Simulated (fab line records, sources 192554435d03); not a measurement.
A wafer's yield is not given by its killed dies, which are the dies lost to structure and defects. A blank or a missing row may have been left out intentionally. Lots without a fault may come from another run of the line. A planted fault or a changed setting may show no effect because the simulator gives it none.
Which tool did it?    flow n5-finfet    Sampling: 10 lots, 30 wafers, 3 of 1938 route steps

== WHAT THE GAUGES SHOWED, per wafer ==
N5_PASSIVATION_OVL_MEAS_60. Usual: TV_OVL gives -2 nm (standard deviation 4.2).
lot   measured      on          TV_OVL (nm)  flag
L282  day 12 13:04  overlay-02  -9 -10 -5    
L284  day 12 15:46  overlay-01  6 -2 0       
L283  day 12 16:52  overlay-01  -5 3 4       
L291  day 14 14:40  overlay-02  -13 -3 -8    
L290  day 15 01:07  overlay-01  -4 -3 -2     
L300  day 16 15:30  overlay-01  3 -4 -4      
L302  day 17 10:02  overlay-02  -8 3 1       
L304  day 17 15:04  overlay-02  0 -1 2       
L303  day 17 18:52  overlay-02  0 -3 3       
L298  day 18 10:22  overlay-01  -9 -8 -5     

N5_PASSIVATION_INSPECT_61: inspects for defects (macro). Usual: raw-defect-count 2.0, standard deviation 1.4.
lot   measured      on                 raw-defect-count  flag
L282  day 12 13:05  defect-inspect-01  1 1 3             
L284  day 12 15:47  defect-inspect-01  1 3 1             
L283  day 12 16:53  defect-inspect-01  3 2 1             
L291  day 14 14:41  defect-inspect-02  2 2 4             
L290  day 15 01:08  defect-inspect-02  2 2 3             
L300  day 16 15:32  defect-inspect-02  0 3 0             
L302  day 17 10:03  defect-inspect-01  2 2 0             
L304  day 17 15:05  defect-inspect-01  2 3 2             
L303  day 17 18:53  defect-inspect-01  3 1 1             
L298  day 18 10:23  defect-inspect-01  0 2 4             

== WHICH TOOL RAN EACH LOT (tool, then ch and the chambers of the sampled wafers, then the start) ==
lot   N5_PASSIVATION_PECVD_55
L282  pecvd-04 ch 0,1, day 12 12:37
L284  pecvd-02 ch 0,1,2, day 12 14:21
L283  pecvd-04 ch 0,1, day 12 16:07
L291  pecvd-04 ch 0,2, day 14 13:57
L290  pecvd-04 ch 0,2, day 14 22:31
L300  pecvd-01 ch 0,1,2, day 16 15:04
L302  pecvd-01 ch 0,2, day 17 08:59
L304  pecvd-01 ch 0,2, day 17 13:57
L303  pecvd-02 ch 0,1, day 17 16:32
L298  pecvd-02 ch 0,2, day 18 09:07
- N5_PASSIVATION_PECVD_55: deposits SiO2 from SiH4/N2O, target thk 400 nm, time 22.5 s.

== WHAT THE TOOLS THEMSELVES READ (means of the sampled wafers that have a number; where no wafer has one, the mark that the record gives instead) ==
N5_PASSIVATION_PECVD_55. Usual: heater-power-w 683 W, standard deviation 65; showerhead-plenum-p-Torr 8.16 Torr, standard deviation 0.087; throttle-valve-pct 51.6 %, standard deviation 2.8.
lot   tool      heater-power-w (W)  showerhead-plenum-p-Torr (Torr)  throttle-valve-pct (%)  flag
L282  pecvd-04  700                 8.13                             51.3                    
L284  pecvd-02  698                 8.17                             53.0                    
L283  pecvd-04  656                 8.13                             51.5                    
L291  pecvd-04  654                 8.10                             51.2                    
L290  pecvd-04  654                 8.10                             51.4                    
L300  pecvd-01  702                 8.16                             50.4                    
L302  pecvd-01  736                 8.21                             49.2                    
L304  pecvd-01  720                 8.24                             49.2                    
L303  pecvd-02  716                 8.28                             53.1                    
L298  pecvd-02  746                 8.19                             51.2                    

== THE ANSWER, worked out from the rows above alone ==
Rule: lot off if the mean of its wafers having a number is beyond 3 standard deviations from the usual mean. Also off: a lot with no number at a reading for which 4 or more lots have one. Where the step has rows for the other lots, those lots are counted as sound. Order of review: gauges by route order, followed by the tools' own readings, for which a lot's mean as printed above is used. The first step at which some lot is off is used, and at that step the reading that is off furthest; a lot without a number counts as furthest.
No lot is off on any of the readings shown, so nothing can be concluded from this.

== WHAT THE SIMULATOR PUT IN ==
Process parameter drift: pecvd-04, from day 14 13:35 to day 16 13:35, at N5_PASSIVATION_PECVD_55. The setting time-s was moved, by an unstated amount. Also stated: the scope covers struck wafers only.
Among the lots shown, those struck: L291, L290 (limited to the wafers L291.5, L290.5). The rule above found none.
